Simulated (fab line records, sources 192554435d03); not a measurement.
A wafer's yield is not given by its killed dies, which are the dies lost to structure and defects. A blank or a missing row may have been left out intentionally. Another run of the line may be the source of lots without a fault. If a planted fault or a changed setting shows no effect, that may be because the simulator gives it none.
fab line records + flow n5_finfet
record
- lots=10
- wafers=29
- last_day=18
route steps=1938 shown PMOS_HMC_CHANNEL_EPI@74 FIN_SAQP@101 BEOL_M4@1111
lots with no fault: from the same line, run without faults
start_h: start of the lot's first displayed wafer, in hours after the record's first day + wait_h: time in hours since the lot's previous step + " the same as in the row above + L1.1+2: one row covering several wafers at once + - value missing, or start not given + * or withheld: withheld + < > ~ a bound
route shown NAME@n: names a module that has steps shown in the file, with the first one's number in the route + usual: mean/standard deviation of fault-free wafers + same: alike in all rows + chamber/n: place in a boat + sites: readings site by site + _std_site: the standard deviation of these + _edge_site: outer sites' mean less inner sites' + radius_mm: how far each site lies from the wafer's centre + mask NAME#n: copy n + behind: the most recent tool/chamber to have shaped the wafer + hold: why the lot went on hold/how many hours it stayed there/how the hold came to an end + device: transistor that didn't switch, given as n, p or np + end of line: the route-end tests of the same wafers + a step with no rows: only its recipe + killed: at the first sort, the dies lost to defects and structure; wafer yield is something else + map: dies across one wafer; x = killed, . = not, _ = none there
set.NAME: the run value of the setting; set.NAME@STEP: its run value at that earlier step + model.NAME: the simulator's own value behind a step, which no gauge read
the route's steps for a sample of lots (tables are steps, rows are wafers)
services: when a tool's chamber went out of use (start_h, in hours from the record's first day, below 0 if earlier), for how many hours, and the reason
## steps
# step N5_PMOS_HMC_CHANNEL_EPI_FIN_RECESS_16
# recipe
- chemistry=HBr/Cl2
- target=Si
- mask_material=SiO2
- target_depth_a=540
- time_s=18
- pressure_mtorr=10
- icp_w=800
- bias_w=75
- HBr_flow_sccm=150
- Cl2_flow_sccm=80
# usual
- drypump_motor_current_A=5.7/0.52
- oes_product_au=1.009/0.019
- throttle_valve_pct=35.4/0.39
| lot.wafer | tool      | chamber | start_h | wait_h | drypump_motor_current_A | oes_product_au | rf_hours_counter_h | throttle_valve_pct |
|-----------|-----------|---------|---------|--------|-------------------------|----------------|--------------------|--------------------|
| L918.4    | rie_si-05 | 2       | 17.98   | 0.0    | 6.5                     | 0.994          | 72                 | 35.1               |
| L918.5    | "         | 3       | "       | "      | 6.2                     | 0.982          | -                  | 35.6               |
| L918.6    | "         | 0       | "       | "      | 6.2                     | 1.011          | -                  | 35.2               |
| L921.1    | rie_si-03 | 2       | 36.12   | 0.0    | 5.4                     | 1.003          | 104                | 36.1               |
| L921.2    | "         | 3       | "       | "      | 4.9                     | 1.042          | 129                | 35.1               |
| L921.5    | "         | 2       | "       | "      | 5.4                     | 0.998          | -                  | 36.1               |
| L922.2    | rie_si-01 | 0       | 44.07   | 0.0    | 6.2                     | 1.010          | 64                 | 35.6               |
| L922.6    | "         | 1       | "       | "      | 5.8                     | 0.990          | -                  | 35.1               |
| L925.2    | rie_si-01 | 2       | 62.26   | 0.0    | 5.8                     | 1.003          | 27                 | 35.5               |
| L925.4    | "         | 1       | "       | "      | 5.7                     | 0.992          | 34                 | 35.1               |
| L925.5    | "         | 3       | "       | "      | 5.0                     | 1.010          | -                  | 35.0               |
| L927.1    | rie_si-05 | 0       | 72.11   | 0.0    | 6.3                     | 1.014          | 19                 | 35.2               |
| L927.3    | "         | 1       | "       | "      | 5.1                     | 1.028          | 26                 | 35.1               |
| L927.4    | "         | 2       | "       | "      | 6.5                     | 0.995          | 73                 | 35.1               |
| L934.3    | rie_si-05 | 3       | 115.38  | 0.0    | 6.2                     | 0.973          | 120                | 35.6               |
| L934.4    | "         | 1       | "       | "      | 5.1                     | 1.022          | 27                 | 35.1               |
| L934.5    | "         | 0       | "       | "      | 6.2                     | 1.009          | -                  | 35.2               |
| L935.1    | rie_si-03 | 2       | 120.41  | 0.0    | 5.4                     | 0.987          | 106                | 36.1               |
| L935.2    | "         | 0       | "       | "      | 6.3                     | 1.014          | 5                  | 35.1               |
| L935.3    | "         | 3       | "       | "      | 4.9                     | 1.033          | 130                | 35.1               |
| L937.2    | rie_si-03 | 2       | 132.34  | 0.0    | 5.4                     | 0.992          | 106                | 36.1               |
| L937.3    | "         | 1       | "       | "      | 5.3                     | 1.015          | 77                 | 36.1               |
| L937.4    | "         | 3       | "       | "      | 4.9                     | 1.034          | 131                | 35.1               |
| L939.2    | rie_si-01 | 1       | 143.89  | 0.0    | 5.7                     | 0.989          | 35                 | 35.1               |
| L939.3    | "         | 3       | "       | "      | 5.0                     | 1.014          | 163                | 35.1               |
| L939.4    | "         | 0       | "       | "      | 6.2                     | 1.011          | 65                 | 35.6               |
| L941.2    | rie_si-03 | 1       | 156.35  | 0.0    | 5.3                     | 1.023          | 77                 | 36.1               |
| L941.4    | "         | 3       | "       | "      | 4.9                     | 1.046          | 131                | 35.1               |
| L941.5    | "         | 1       | "       | "      | 5.3                     | 1.025          | -                  | 36.1               |
# step N5_FIN_SAQP_THK_MEAS_07
# usual
- thk_nm=59.9/0.75
| lot.wafer | tool          | chamber | start_h | wait_h | thk_nm |
|-----------|---------------|---------|---------|--------|--------|
| L918.4    | film_metro-02 | -       | 21.12   | 0.0    | 58.3   |
| L918.5    | "             | -       | "       | "      | 58.8   |
| L918.6    | "             | -       | "       | "      | 58.7   |
| L921.1    | film_metro-01 | -       | 40.31   | 0.1    | 58.7   |
| L921.2    | "             | -       | "       | "      | 60.0   |
| L921.5    | "             | -       | "       | "      | 59.4   |
| L922.2    | film_metro-01 | -       | 47.62   | 0.1    | 59.3   |
| L922.6    | "             | -       | "       | "      | 60.4   |
| L925.2    | film_metro-02 | -       | 66.97   | 0.1    | 60.1   |
| L925.4    | "             | -       | "       | "      | 59.9   |
| L925.5    | "             | -       | "       | "      | 60.9   |
| L927.1    | film_metro-02 | -       | 75.35   | 0.1    | 60.0   |
| L927.3    | "             | -       | "       | "      | 60.1   |
| L927.4    | "             | -       | "       | "      | 60.6   |
| L934.3    | film_metro-02 | -       | 118.75  | 0.1    | 59.7   |
| L934.4    | "             | -       | "       | "      | 60.6   |
| L934.5    | "             | -       | "       | "      | 61.1   |
| L935.1    | film_metro-01 | -       | 123.54  | 0.1    | 58.8   |
| L935.2    | "             | -       | "       | "      | 59.3   |
| L935.3    | "             | -       | "       | "      | 59.4   |
| L937.2    | film_metro-01 | -       | 136.58  | 0.1    | 59.7   |
| L937.3    | "             | -       | "       | "      | 59.1   |
| L937.4    | "             | -       | "       | "      | 61.0   |
| L939.2    | film_metro-02 | -       | 147.12  | 0.1    | 58.8   |
| L939.3    | "             | -       | "       | "      | 59.0   |
| L939.4    | "             | -       | "       | "      | 60.0   |
| L941.2    | film_metro-02 | -       | 160.20  | 0.1    | 60.1   |
| L941.4    | "             | -       | "       | "      | 60.4   |
| L941.5    | "             | -       | "       | "      | 60.7   |
# step N5_FIN_SAQP_EXPOSE_13
# recipe
- mask_id=FIN_CORE
- na=1.35
- source_shape=dipole
- sigma_inner=0.538
- sigma_outer=0.738
- polarization=te
- target_cd_nm=35.6
- dose_mj=63.25
# usual
- exposure_dose_mJ_cm2=63.24/0.066
# same
- dipole_opening_deg=40
| lot.wafer | tool            | chamber | start_h | wait_h | mask       | exposure_dose_mJ_cm2 |
|-----------|-----------------|---------|---------|--------|------------|----------------------|
| L918.4    | arfi_scanner-03 | 0       | 21.37   | -      | FIN_CORE#0 | 63.18                |
| L918.5    | "               | 0       | "       | "      | FIN_CORE#0 | 63.25                |
| L918.6    | "               | 0       | "       | "      | FIN_CORE#0 | 63.25                |
| L921.1    | arfi_scanner-02 | 0       | 40.67   | -      | FIN_CORE#0 | 63.30                |
| L921.2    | "               | 0       | "       | "      | FIN_CORE#0 | 63.32                |
| L921.5    | "               | 0       | "       | "      | FIN_CORE#0 | 63.27                |
| L922.2    | arfi_scanner-01 | 0       | 47.98   | -      | FIN_CORE#0 | 63.35                |
| L922.6    | "               | 0       | "       | "      | FIN_CORE#0 | 63.30                |
| L925.2    | arfi_scanner-03 | 0       | 67.21   | -      | FIN_CORE#0 | 63.19                |
| L925.4    | "               | 0       | "       | "      | FIN_CORE#0 | 63.17                |
| L925.5    | "               | 0       | "       | "      | FIN_CORE#0 | 63.16                |
| L927.1    | arfi_scanner-02 | 0       | 75.72   | -      | FIN_CORE#0 | 63.31                |
| L927.3    | "               | 0       | "       | "      | FIN_CORE#0 | 63.28                |
| L927.4    | "               | 0       | "       | "      | FIN_CORE#0 | 63.23                |
| L934.3    | arfi_scanner-01 | 0       | 118.99  | -      | FIN_CORE#0 | 63.35                |
| L934.4    | "               | 0       | "       | "      | FIN_CORE#0 | 63.20                |
| L934.5    | "               | 0       | "       | "      | FIN_CORE#0 | 63.27                |
| L935.1    | arfi_scanner-02 | 0       | 123.90  | -      | FIN_CORE#0 | 64.58                |
| L935.2    | "               | 0       | "       | "      | FIN_CORE#0 | 64.48                |
| L935.3    | "               | 0       | "       | "      | FIN_CORE#0 | 64.62                |
| L937.2    | arfi_scanner-02 | 0       | 136.95  | -      | FIN_CORE#0 | 64.33                |
| L937.3    | "               | 0       | "       | "      | FIN_CORE#0 | 64.26                |
| L937.4    | "               | 0       | "       | "      | FIN_CORE#0 | 64.24                |
| L939.2    | arfi_scanner-03 | 0       | 147.48  | -      | FIN_CORE#0 | 63.20                |
| L939.3    | "               | 0       | "       | "      | FIN_CORE#0 | 63.25                |
| L939.4    | "               | 0       | "       | "      | FIN_CORE#0 | 63.15                |
| L941.2    | arfi_scanner-01 | 0       | 160.56  | -      | FIN_CORE#0 | 63.26                |
| L941.4    | "               | 0       | "       | "      | FIN_CORE#0 | 63.33                |
| L941.5    | "               | 0       | "       | "      | FIN_CORE#0 | 63.28                |
# step N5_FIN_SAQP_DESCUM_21
# recipe
- chemistry=O2
- time_s=7.9
- source_power_w=50
- bias_power_w=20
- pressure_mtorr=20
- rf_frequency_hz=2.712e+07
- temp_c=40
- resist=CAR-ArF
- o2_flow_sccm=225
# usual
- bias_power_w=20.00/0.058
- drypump_motor_current_A=5.6/0.43
- oes_product_au=0.82/0.085
- rf_vpp_V=243.5/1.3
- showerhead_plenum_p_Torr=2.12/0.066
- throttle_valve_pct=20.3/0.31
| lot.wafer | tool        | chamber | start_h | wait_h | bias_power_w | drypump_motor_current_A | oes_product_au | rf_hours_counter_h | rf_vpp_V | showerhead_plenum_p_Torr | throttle_valve_pct |
|-----------|-------------|---------|---------|--------|--------------|-------------------------|----------------|--------------------|----------|--------------------------|--------------------|
| L918.4    | rie_diel-03 | 2       | 21.65   | 0.1    | 20.06        | 5.6                     | 0.69           | 237                | 242.6    | 2.15                     | 20.3               |
| L918.5    | "           | 3       | "       | "      | 20.03        | 6.0                     | 0.83           | -                  | 243.5    | 2.11                     | 20.0               |
| L918.6    | "           | 2       | "       | "      | 20.05        | 5.6                     | 0.69           | -                  | 242.8    | 2.15                     | 20.3               |
| L921.1    | rie_diel-02 | 2       | 42.40   | 1.5    | 20.06        | 5.1                     | 0.69           | 238                | 242.0    | 2.06                     | 20.9               |
| L921.2    | "           | 3       | "       | "      | 19.96        | 5.4                     | 0.83           | 97                 | 244.2    | 2.22                     | 20.5               |
| L921.5    | "           | 2       | "       | "      | 20.05        | 5.1                     | 0.70           | -                  | 243.7    | 2.06                     | 21.0               |
| L922.2    | rie_diel-02 | 3       | 48.20   | 0.0    | 19.91        | 5.4                     | 0.82           | 100                | 244.9    | 2.21                     | 20.5               |
| L922.6    | "           | 3       | "       | "      | 19.97        | 5.4                     | 0.81           | -                  | 244.7    | 2.21                     | 20.5               |
| L925.2    | rie_diel-03 | 3       | 67.60   | 0.2    | 19.99        | 6.0                     | 0.80           | 94                 | 245.4    | 2.10                     | 20.1               |
| L925.4    | "           | 3       | "       | "      | 19.98        | 5.9                     | 0.81           | -                  | 244.0    | 2.10                     | 20.1               |
| L925.5    | "           | 2       | "       | "      | 20.01        | 5.6                     | 0.67           | -                  | 243.6    | 2.14                     | 20.3               |
| L927.1    | rie_diel-03 | 1       | 75.94   | 0.0    | 20.03        | 6.1                     | 0.98           | 4                  | 244.5    | 2.15                     | 20.1               |
| L927.3    | "           | 3       | "       | "      | 19.99        | 6.0                     | 0.79           | 99                 | 242.6    | 2.10                     | 20.1               |
| L927.4    | "           | 0       | "       | "      | 20.00        | 5.4                     | 0.88           | -                  | 246.6    | 2.23                     | 19.9               |
| L934.3    | rie_diel-02 | 2       | 119.45  | 0.3    | 20.04        | 5.1                     | 0.95           | 9                  | 241.3    | 2.05                     | 20.6               |
| L934.4    | "           | 0       | "       | "      | 20.00        | 5.4                     | 0.73           | 136                | 242.3    | 2.08                     | 20.4               |
| L934.5    | "           | 2       | "       | "      | 20.02        | 5.1                     | 0.95           | -                  | 241.6    | 2.05                     | 20.6               |
| L935.1    | rie_diel-02 | 2       | 124.12  | 0.0    | 20.04        | 5.1                     | 0.95           | 10                 | 242.5    | 2.05                     | 20.6               |
| L935.2    | "           | 1       | "       | "      | 19.91        | 5.0                     | 0.89           | 23                 | 240.5    | 2.04                     | 20.3               |
| L935.3    | "           | 3       | "       | "      | 20.04        | 5.4                     | 0.80           | 129                | 245.8    | 2.20                     | 20.5               |
| L937.2    | rie_diel-03 | 3       | 137.16  | 0.0    | 20.02        | 6.0                     | 0.78           | 121                | 243.2    | 2.09                     | 20.1               |
| L937.3    | "           | 0       | "       | "      | 20.08        | 5.4                     | 0.85           | 63                 | 246.4    | 2.22                     | 19.9               |
| L937.4    | "           | 2       | "       | "      | 19.95        | 5.6                     | 0.90           | 18                 | 244.4    | 2.14                     | 20.0               |
| L939.2    | rie_diel-03 | 1       | 147.70  | 0.0    | 19.92        | 6.1                     | 0.90           | 34                 | 244.4    | 2.14                     | 20.2               |
| L939.3    | "           | 2       | "       | "      | 20.13        | 5.6                     | 0.90           | 22                 | 242.9    | 2.14                     | 20.0               |
| L939.4    | "           | 3       | "       | "      | 19.92        | 6.0                     | 0.77           | 124                | 243.4    | 2.09                     | 20.1               |
| L941.2    | rie_diel-03 | 1       | 160.78  | 0.0    | 20.07        | 6.1                     | 0.90           | 38                 | 243.0    | 2.14                     | 20.2               |
| L941.4    | "           | 3       | "       | "      | 20.05        | 6.0                     | 0.77           | 128                | 242.5    | 2.09                     | 20.1               |
| L941.5    | "           | 3       | "       | "      | 20.06        | 6.0                     | 0.77           | -                  | 241.5    | 2.09                     | 20.1               |
# step N5_BEOL_M4_RC_MEAS_101
# usual
- DIBL_N=36.0/1.9
- DIBL_P=36.0/2.1
- IOFF_N=0.155/0.029
- IOFF_P=0.20/0.032
- ION_N=672/11
- ION_P=461/6.9
- SS_N=71.5/0.58
- SS_P=73.2/0.64
- VT_N=250.4/2.9
- VT_P=-251.0/2.8
| lot.wafer | tool      | chamber | start_h | wait_h | DIBL_N[mV/V] | DIBL_P[mV/V] | IOFF_N[nA/um] | IOFF_P[nA/um] | ION_N[uA/um] | ION_P[uA/um] | SS_N[mV/dec] | SS_P[mV/dec] | VT_N[mV] | VT_P[mV] |
|-----------|-----------|---------|---------|--------|--------------|--------------|---------------|---------------|--------------|--------------|--------------|--------------|----------|----------|
| L918.4    | prober-02 | 0       | 180.36  | 0.5    | 34.5         | 33.8         | 0.124         | 0.16          | 676          | 455          | 70.4         | 72.2         | 254.2    | -256.0   |
| L918.5    | "         | 0       | "       | "      | 35.0         | 35.0         | 0.131         | 0.17          | 659          | 446          | 71.1         | 72.5         | 253.3    | -252.8   |
| L918.6    | "         | 0       | "       | "      | 35.1         | 34.7         | 0.136         | 0.16          | 661          | 451          | 70.7         | 72.9         | 251.9    | -257.8   |
| L921.1    | prober-02 | 0       | 187.11  | 0.0    | 38.1         | 39.4         | 0.192         | 0.26          | 696          | 475          | 71.6         | 74.1         | 247.3    | -244.9   |
| L921.2    | "         | 0       | "       | "      | 39.6         | 40.4         | 0.218         | 0.27          | 682          | 466          | 72.0         | 73.4         | 244.8    | -248.1   |
| L921.5    | "         | 0       | "       | "      | 39.5         | 39.7         | 0.213         | 0.27          | 705          | 478          | 71.0         | 73.7         | 247.4    | -247.3   |
| L922.2    | prober-01 | 0       | 210.12  | 0.2    | 34.8         | 34.1         | 0.124         | 0.19          | 666          | 460          | 71.1         | 72.9         | 252.0    | -249.1   |
| L922.6    | "         | 0       | "       | "      | 36.1         | 35.2         | 0.143         | 0.20          | 660          | 460          | 71.8         | 73.1         | 251.5    | -249.3   |
| L925.2    | prober-02 | 0       | 223.72  | 0.2    | 37.7         | 38.7         | 0.197         | 0.25          | 671          | 459          | 72.4         | 73.5         | 246.4    | -249.8   |
| L925.4    | "         | 0       | "       | "      | 36.1         | 36.5         | 0.157         | 0.22          | 675          | 459          | 71.7         | 74.0         | 251.4    | -250.4   |
| L925.5    | "         | 0       | "       | "      | 38.0         | 38.1         | 0.179         | 0.23          | 665          | 453          | 72.1         | 73.7         | 249.0    | -251.9   |
| L927.1    | prober-01 | 0       | 240.97  | 0.0    | 36.0         | 37.2         | 0.153         | 0.21          | 688          | 469          | 70.9         | 74.1         | 249.2    | -248.9   |
| L927.3    | "         | 0       | "       | "      | 35.7         | 36.8         | 0.155         | 0.22          | 672          | 467          | 71.1         | 73.8         | 250.3    | -250.4   |
| L927.4    | "         | 0       | "       | "      | 34.6         | 35.8         | 0.135         | 0.20          | 665          | 466          | 71.5         | 73.6         | 251.7    | -249.1   |
| L934.3    | prober-02 | 0       | 279.82  | 0.3    | 36.1         | 36.5         | 0.134         | 0.18          | 661          | 454          | 71.1         | 72.7         | 256.5    | -253.1   |
| L934.4    | "         | 0       | "       | "      | 38.4         | 39.7         | 0.181         | 0.22          | 688          | 462          | 71.6         | 74.1         | 251.6    | -251.1   |
| L934.5    | "         | 0       | "       | "      | 40.0         | 41.4         | 0.216         | 0.26          | 681          | 465          | 72.0         | 75.0         | 251.1    | -249.7   |
| L935.1    | prober-01 | 0       | 285.18  | 0.0    | 35.9         | 37.6         | 0.158         | 0.19          | 682          | 463          | 71.7         | 73.3         | 251.3    | -253.3   |
| L935.2    | "         | 0       | "       | "      | 37.4         | 38.4         | 0.185         | 0.20          | 674          | 457          | 71.9         | 74.1         | 250.6    | -255.3   |
| L935.3    | "         | 0       | "       | "      | 35.4         | 37.0         | 0.133         | 0.17          | 658          | 456          | 71.7         | 73.5         | 255.4    | -255.4   |
| L937.2    | prober-02 | 0       | 288.21  | 0.2    | 35.1         | 36.4         | 0.144         | 0.21          | 677          | 467          | 70.6         | 73.3         | 249.4    | -251.5   |
| L937.3    | "         | 0       | "       | "      | 32.9         | 34.1         | 0.119         | 0.18          | 654          | 453          | 70.8         | 72.2         | 250.0    | -251.7   |
| L937.4    | "         | 0       | "       | "      | 35.1         | 37.0         | 0.155         | 0.22          | 681          | 469          | 71.7         | 73.2         | 247.5    | -249.1   |
| L941.2    | prober-01 | 0       | 311.51  | 0.2    | 37.5         | 36.0         | 0.179         | 0.23          | 672          | 465          | 71.6         | 73.9         | 248.6    | -246.8   |
| L941.4    | "         | 0       | "       | "      | 35.8         | 34.7         | 0.147         | 0.20          | 678          | 460          | 71.1         | 72.9         | 251.6    | -250.3   |
| L941.5    | "         | 0       | "       | "      | 38.0         | 36.4         | 0.173         | 0.24          | 657          | 450          | 71.5         | 73.8         | 248.6    | -252.1   |
| L939.2    | prober-02 | 0       | 312.04  | 0.2    | 33.6         | 33.1         | 0.130         | 0.18          | 675          | 467          | 71.5         | 72.1         | 250.5    | -250.3   |
| L939.3    | "         | 0       | "       | "      | 32.7         | 32.2         | 0.124         | 0.17          | 673          | 464          | 70.7         | 72.4         | 255.6    | -251.7   |
| L939.4    | "         | 0       | "       | "      | 34.6         | 33.9         | 0.132         | 0.19          | 656          | 457          | 70.9         | 72.7         | 253.0    | -251.1   |
## services
| tool            | chamber | start_h | hours | kind   |
|-----------------|---------|---------|-------|--------|
| arfi_scanner-01 | -       | -5.86   | 1.4   | repair |
| rie_si-03       | 1       | -5.23   | 2.9   | repair |
| arfi_scanner-02 | -       | -3.18   | 26.7  | repair |
| arfi_scanner-03 | -       | 3.56    | 4.9   | pm     |
| rie_si-03       | 1       | 13.57   | 72.1  | repair |
| arfi_scanner-01 | -       | 17.72   | 0.8   | pm     |
| arfi_scanner-01 | -       | 24.30   | 4.9   | pm     |
| arfi_scanner-02 | -       | 25.23   | 0.8   | pm     |
| arfi_scanner-02 | -       | 26.95   | 1.3   | pm     |
| arfi_scanner-03 | -       | 32.80   | 1.0   | pm     |
| arfi_scanner-01 | -       | 33.28   | 1.3   | pm     |
| rie_si-05       | -       | 39.14   | 0.2   | repair |
| arfi_scanner-03 | -       | 40.31   | 3.9   | pm     |
| rie_si-03       | 3       | 44.41   | 8.1   | repair |
| rie_si-01       | -       | 46.72   | 2.8   | pm     |
| rie_diel-02     | 3       | 49.63   | 8.5   | repair |
| rie_diel-02     | 0       | 53.04   | 14.0  | repair |
| rie_diel-02     | -       | 63.34   | 4.1   | repair |
| arfi_scanner-02 | -       | 68.04   | 1.0   | pm     |
| arfi_scanner-03 | -       | 73.47   | 16.7  | repair |
| arfi_scanner-03 | -       | 102.06  | 0.8   | pm     |
| arfi_scanner-03 | -       | 103.20  | 17.3  | pm     |
| arfi_scanner-03 | -       | 130.06  | 1.3   | pm     |
| arfi_scanner-02 | -       | 152.45  | 1.3   | pm     |
## key
first_sign
- step=N5_FIN_SAQP_EXPOSE_13
- reading=exposure_dose_mJ_cm2
- direction=up
- sigmas=18
- usual=63.24
- struck=64.42
effect none on later readings
met_at N5_FIN_SAQP_EXPOSE_13
struck_lots L935,L937
loop_trim
- step=N5_FIN_SAQP_EXPOSE_13
- setting=dose
- lots=L937
not_acting_at N5_PMOS_HMC_CHANNEL_EPI_FIN_RECESS_16,N5_FIN_SAQP_THK_MEAS_07,N5_FIN_SAQP_DESCUM_21
onset_between 75.72 123.90
fault
- kind=process_parameter_drift
- tool=arfi_scanner-02
- chamber=-
- onset_h=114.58
- steps=N5_FIN_SAQP_EXPOSE_13
- channel=dose_mj
- offset=1.2745
- shape=step
- acts_in=these_recipes_only
- stated=63.25
# loop_trim: a control loop set the setting to another value than it would have without faults
